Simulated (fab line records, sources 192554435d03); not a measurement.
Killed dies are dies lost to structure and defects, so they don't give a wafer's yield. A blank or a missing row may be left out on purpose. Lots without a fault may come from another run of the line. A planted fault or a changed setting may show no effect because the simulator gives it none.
Chamber matching | flow n5_finfet | N5_GATE_CUT_HM_DEP_46 on pecvd-04: 3 sister chambers
The step deposits SiO2 from TEOS/O2, target thk 130 nm, time 26.6 s. 16 wafers are shown with their chamber, then 8 later ones without.

WAFERS WITH THEIR CHAMBER
wafer  | chamber | throttle_valve_pct (%) | showerhead_plenum_p_Torr (Torr) | heater_power_w (W)
L074.1 | 2       | 18.1                   | 8.33                            | 705
L074.4 | 2       | 18.0                   | 8.33                            | 690
L074.5 | 1       | 20.0                   | 8.41                            | 662
L083.2 | 1       | 19.7                   | 8.43                            | 736
L083.5 | 0       | 18.4                   | 8.37                            | 488
L083.6 | 2       | 18.2                   | 8.37                            | 573
L084.2 | 1       | 20.0                   | 8.43                            | 580
L084.3 | 2       | 17.9                   | 8.32                            | 615
L084.6 | 0       | 18.3                   | 8.31                            | 547
L089.1 | 0       | 18.4                   | 8.35                            | 477
L089.4 | 1       | 19.8                   | 8.45                            | 580
L089.5 | 0       | 18.5                   | 8.35                            | 492
L092.1 | 1       | 19.8                   | 8.41                            | 705
L092.2 | 2       | 18.3                   | 8.34                            | 676
L092.3 | 0       | 18.1                   | 8.35                            | 531
L093.3 | 2       | 18.2                   | 8.35                            | 664

SIGNATURES (means of the wafers above)
reading                  | chamber 0 | chamber 1 | chamber 2 | scatter within a chamber
throttle_valve_pct       | 18.340    | 19.860    | 18.117    | 0.145
showerhead_plenum_p_Torr | 8.3460    | 8.4260    | 8.3400    | 0.0189
heater_power_w           | 507.00    | 652.60    | 653.83    | 53
Rule: a wafer's distance from a chamber is the root of the sum, over the readings, of the square of ((its reading less the chamber's mean) divided by the reading's scatter). The wafer belongs to the nearest chamber; if the next one is less than 2 further off, it can't be placed. The scatter: the root of (the sum of the squares of (reading less its chamber's mean) over the shown wafers, divided by (wafers less chambers)).

WAFERS WITHOUT THEIR CHAMBER
wafer  | throttle_valve_pct (%) | showerhead_plenum_p_Torr (Torr) | heater_power_w (W)
L093.4 | 18.0                   | 8.33                            | 683
L093.6 | 20.0                   | 8.41                            | 697
L095.2 | 18.4                   | 8.35                            | 683
L095.3 | 19.9                   | 8.41                            | 733
L095.4 | 20.0                   | 8.41                            | 706
L096.2 | 18.3                   | 8.32                            | 542
L096.4 | 18.4                   | 8.33                            | 678
L096.6 | 18.2                   | 8.35                            | 543

WHICH CHAMBER EACH WENT THROUGH
wafer  | from the rows above     | in truth
L093.4 | 2                       | 2
L093.6 | 1                       | 1
L095.2 | can't be placed: 2 or 0 | 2
L095.3 | 1                       | 1
L095.4 | 1                       | 1
L096.2 | can't be placed: 0 or 2 | 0
L096.4 | can't be placed: 2 or 0 | 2
L096.6 | can't be placed: 0 or 2 | 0
Placed correctly: 4 of 8. Can't be placed from these rows: 4 (the true chamber is among the candidates in 4). Placed wrongly: 0.
